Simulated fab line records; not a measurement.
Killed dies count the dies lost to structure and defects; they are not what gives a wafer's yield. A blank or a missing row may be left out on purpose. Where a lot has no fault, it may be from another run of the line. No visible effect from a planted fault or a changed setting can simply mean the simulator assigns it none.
Comparing a struck lot with a sound one -- flow nand-harc -- 40 steps out of a route of 1302
Sound: these wafers, L978.3, L978.5, L978.6. Wafers struck: L969.1, L969.4, L969.5. At the end, the cause is stated.
Per side, at each step with rows, come the tool, then ch with its chambers, and then its first start. Under that, the readings that differ: sound wafers -- struck wafers -- difference of the means -- sigmas: that difference in standard deviations of wafers without a fault.
alike: words and numbers the same on both sides, and readings whose means are apart by under 2 such deviations; not compared: readings that were withheld, readings missing a value for some wafer, numbers with overlapping values and no deviation given by the record, and bounds like >300 which may hide the same value.
The two part at a step that has a row with sigmas, a row that says differs or no value, or rows on one side only. Numbers that don't overlap but have no deviation are shown without sigmas and don't part them. A reading missing from all wafers of one side parts the sides only when that side holds two or more wafers.

first, 10 steps without rows for these wafers: NHARC_THIN_TSV_COAT_06; NHARC_THIN_TSV_SOFTBAKE_07 (time 95 s); NHARC_THIN_TSV_EBR_08; NHARC_THIN_TSV_EXPOSE_09 (exposes mask TSV); NHARC_THIN_TSV_PEB_10 (peb time 85 s); NHARC_THIN_TSV_DEVELOP_11 (time 70 s); NHARC_THIN_TSV_HARDBAKE_13 (time 80 s); NHARC_THIN_TSV_DESCUM_14 (chemistry O2, time 3 s); NHARC_THIN_TSV_ETCH_44 (etches the open film in CF4/O2, target depth 1594.2 nm, time 797.1 s); NHARC_THIN_TSV_ETCH_15 (target depth 3000 nm, bosch target overetch cycles 2, bosch etch step 2.8 s).
NHARC_THIN_TSV_STRIP_45: strips in O2.
  sound on plasma-asher-02 ch 0,1, day 32 04:00; struck on plasma-asher-01 ch 1, day 28 04:39
reading,sound,struck,difference,sigmas
drypump-motor-current-A (A),5.4 5.4 5.4,4.6 4.6 4.6,-0.8,-2
  alike: heater-power-w, temp-c
  not compared: rf-hours-counter-h
then, 27 steps without rows for these wafers: NHARC_THIN_TSV_STRIP_46 (strips in post etch residue remover, time 1200 s); NHARC_THIN_TSV_DEP_47 (deposits SiO2, target thk 200 nm); NHARC_THIN_TSV_ETCHBACK_48 (etches the open film in C4F8/Ar, target depth 1028.5 nm, time 405.17 s); NHARC_THIN_TSV_STRIP_62 (strips in N2/H2, time 20 s); NHARC_THIN_TSV_DEGAS_49 (time 120 s); NHARC_THIN_TSV_PRE_CLEAN_50 (time 30 s); NHARC_THIN_TSV_PVD_19 (deposits TaN, target thk 20 nm); NHARC_THIN_TSV_PVD_51 (deposits Cu, target thk 100 nm); NHARC_THIN_TSV_ECD_20 (material Cu, target thk 2000 nm); NHARC_THIN_TSV_ANNEAL_52 (time 90 s); NHARC_THIN_TSV_CMP_21 (polishes, t overpolish 30 s, target thk 2000 nm); NHARC_THIN_TSV_SRD_23; NHARC_THIN_TSV_DEGAS_53 (time 60 s); NHARC_THIN_TSV_PRE_CLEAN_54 (time 30 s); NHARC_THIN_TSV_PVD_55 (deposits TiN, target thk 50 nm); NHARC_THIN_TSV_PVD_24 (deposits Al, target thk 800 nm); NHARC_THIN_TSV_DEHYDRATE_25 (time 120 s); NHARC_THIN_TSV_HMDS_26 (time 30 s); NHARC_THIN_TSV_COAT_27; NHARC_THIN_TSV_SOFTBAKE_28 (time 95 s); NHARC_THIN_TSV_EBR_29; NHARC_THIN_TSV_EXPOSE_30 (exposes mask PAD); NHARC_THIN_TSV_PEB_31 (peb time 85 s); NHARC_THIN_TSV_DEVELOP_32 (time 70 s); NHARC_THIN_TSV_HARDBAKE_34 (time 80 s); NHARC_THIN_TSV_DESCUM_35 (chemistry O2, time 3 s); NHARC_THIN_TSV_ETCH_59 (etches the open film in Cl2/BCl3, target depth 880 nm, time 138.1 s).
NHARC_END_WLT_00:
  sound on prober-01, day 32 18:22; struck on prober-01, day 29 00:34
  alike: VT_DECK1_BOTTOM, VT_DECK1_BOTTOM_INNER, VT_DECK1_MEDIAN_NEAR_BOTTOM, VT_DECK1_MEDIAN_NEAR_BOTTOM_INNER, VT_DECK1_MIDDLE, VT_DECK1_MIDDLE_INNER, VT_DECK1_TOP, VT_DECK1_TOP_INNER, VT_DECK2_BOTTOM, VT_DECK2_BOTTOM_INNER, VT_DECK2_MEDIAN_NEAR_BOTTOM, VT_DECK2_MEDIAN_NEAR_BOTTOM_INNER, VT_DECK2_MIDDLE, VT_DECK2_MIDDLE_INNER, VT_DECK2_TOP, VT_DECK2_TOP_INNER
  not compared: hold
NHARC_END_SORT_01:
  sound on prober-01 ch 0, day 32 22:01; struck on prober-02 ch 0, day 29 03:34
reading,sound,struck,difference,sigmas
hold,- - -,await-dispo/1.9h/release await-dispo/1.9h/release await-dispo/1.9h/release,no value on the sound wafers,
killed-at-array,62 84 78,16 19 15,-58,-3
killed-at-other,0 0 0,64 64 66,+65,+46
  alike: defect-limited-yield, killed-at-periphery, killed-dies, killed-open, killed-short

## WHERE THEY PART
Earliest at NHARC_THIN_TSV_STRIP_45; latest, in this record, at NHARC_END_SORT_01.

WHY: what had been put in by the simulator
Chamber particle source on plasma-asher-01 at NHARC_THIN_TSV_STRIP_45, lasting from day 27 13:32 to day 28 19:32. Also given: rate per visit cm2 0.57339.
